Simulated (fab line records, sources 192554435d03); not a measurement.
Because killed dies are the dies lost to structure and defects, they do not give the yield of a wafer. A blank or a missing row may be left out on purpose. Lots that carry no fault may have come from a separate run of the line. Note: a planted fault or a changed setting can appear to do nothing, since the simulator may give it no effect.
Chamber matching || flow n5 finfet || rie diel-03 running N5_BEOL_M5_STRIP_36: 4 sister chambers
The step strips in N2/H2. 8 wafers are shown with their chamber, then 7 later ones without.

## EACH WAFER AND ITS CHAMBER
{"wafer": "L077.2", "chamber": 2, "showerhead plenum p Torr (Torr)": 2.71, "drypump motor current A (A)": 5.51}
{"wafer": "L080.2", "chamber": 2, "showerhead plenum p Torr (Torr)": 2.71, "drypump motor current A (A)": 5.55}
{"wafer": "L083.4", "chamber": 3, "showerhead plenum p Torr (Torr)": 2.53, "drypump motor current A (A)": 5.21}
{"wafer": "L084.1", "chamber": 0, "showerhead plenum p Torr (Torr)": 2.52, "drypump motor current A (A)": 5.41}
{"wafer": "L084.2", "chamber": 1, "showerhead plenum p Torr (Torr)": 2.41, "drypump motor current A (A)": 6.25}
{"wafer": "L084.4", "chamber": 1, "showerhead plenum p Torr (Torr)": 2.42, "drypump motor current A (A)": 6.26}
{"wafer": "L087.4", "chamber": 0, "showerhead plenum p Torr (Torr)": 2.51, "drypump motor current A (A)": 5.38}
{"wafer": "L087.5", "chamber": 3, "showerhead plenum p Torr (Torr)": 2.52, "drypump motor current A (A)": 5.26}

## WAFERS WITHOUT THEIR CHAMBER
{"wafer": "L087.6", "showerhead plenum p Torr (Torr)": 2.41, "drypump motor current A (A)": 6.25}
{"wafer": "L093.1", "showerhead plenum p Torr (Torr)": 2.51, "drypump motor current A (A)": 5.38}
{"wafer": "L093.3", "showerhead plenum p Torr (Torr)": 2.51, "drypump motor current A (A)": 5.26}
{"wafer": "L093.4", "showerhead plenum p Torr (Torr)": 2.70, "drypump motor current A (A)": 5.56}
{"wafer": "L095.2", "showerhead plenum p Torr (Torr)": 2.51, "drypump motor current A (A)": 5.20}
{"wafer": "L095.3", "showerhead plenum p Torr (Torr)": 2.51, "drypump motor current A (A)": 5.37}
{"wafer": "L095.5", "showerhead plenum p Torr (Torr)": 2.51, "drypump motor current A (A)": 5.41}

## WHICH CHAMBER EACH ONE RAN IN
{"wafer": "L087.6", "from the rows above": 1, "in truth": 1}
{"wafer": "L093.1", "from the rows above": 0, "in truth": 0}
{"wafer": "L093.3", "from the rows above": 3, "in truth": 3}
{"wafer": "L093.4", "from the rows above": 2, "in truth": 2}
{"wafer": "L095.2", "from the rows above": 3, "in truth": 3}
{"wafer": "L095.3", "from the rows above": 0, "in truth": 0}
{"wafer": "L095.5", "from the rows above": 0, "in truth": 0}
Correctly placed: 7 of 7. From these rows, 0 cannot be placed. Wrongly placed: 0.
How it was worked out, from the rows above alone: a wafer's distance from a chamber is the root of the sum, over the readings, of the square of ((its reading less the chamber's mean) divided by the reading's scatter). The wafer belongs to the nearest chamber; if the next one is less than 2 further off, it can't be placed. A chamber's mean is the mean of its shown wafers. How the scatter is found: for the shown wafers, subtract from each reading the mean of its chamber, square and add these, divide the total by (wafers less chambers), then take the root.
